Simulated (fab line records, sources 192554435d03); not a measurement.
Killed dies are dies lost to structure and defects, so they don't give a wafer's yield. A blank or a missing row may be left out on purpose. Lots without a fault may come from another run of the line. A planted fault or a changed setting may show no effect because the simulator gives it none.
Chamber matching | flow n5_finfet | N5_BEOL_M8_ETCH_65 on rie_diel-01: 4 sister chambers
The step etches SiARC in CF4, target depth 15.6 nm, time 26 s. 4 wafers are shown with their chamber, then 7 later ones without.

WAFERS WITH THEIR CHAMBER
wafer  | chamber | drypump_motor_current_A (A)
L091.2 | 3       | 6.1
L091.5 | 0       | 6.4
L093.1 | 1       | 6.6
L093.2 | 2       | 5.9

WAFERS WITHOUT THEIR CHAMBER
wafer  | drypump_motor_current_A (A)
L093.5 | 6.6
L094.2 | 6.5
L094.3 | 6.6
L094.5 | 6.1
L096.1 | 5.9
L096.2 | 6.5
L096.6 | 6.1

WHICH CHAMBER EACH WENT THROUGH
wafer  | from the rows above     | in truth
L093.5 | 1                       | 1
L094.2 | can't be placed: 0 or 1 | 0
L094.3 | 1                       | 1
L094.5 | 3                       | 3
L096.1 | 2                       | 2
L096.2 | can't be placed: 0 or 1 | 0
L096.6 | 3                       | 3
Placed correctly: 5 of 7. Can't be placed from these rows: 2 (the true chamber is among the candidates in 2). Placed wrongly: 0.
How it was worked out, from the rows above alone: a wafer's distance from a chamber is the root of the sum, over the readings, of the square of ((its reading less the chamber's mean) divided by the reading's scatter). The wafer belongs to the nearest chamber; if the next one is less than 2 further off, it can't be placed. A chamber's mean is the mean of its shown wafers. The scatter: with one shown wafer a chamber, the root of the mean of the squares of how far each hidden wafer lies from its nearest shown one.
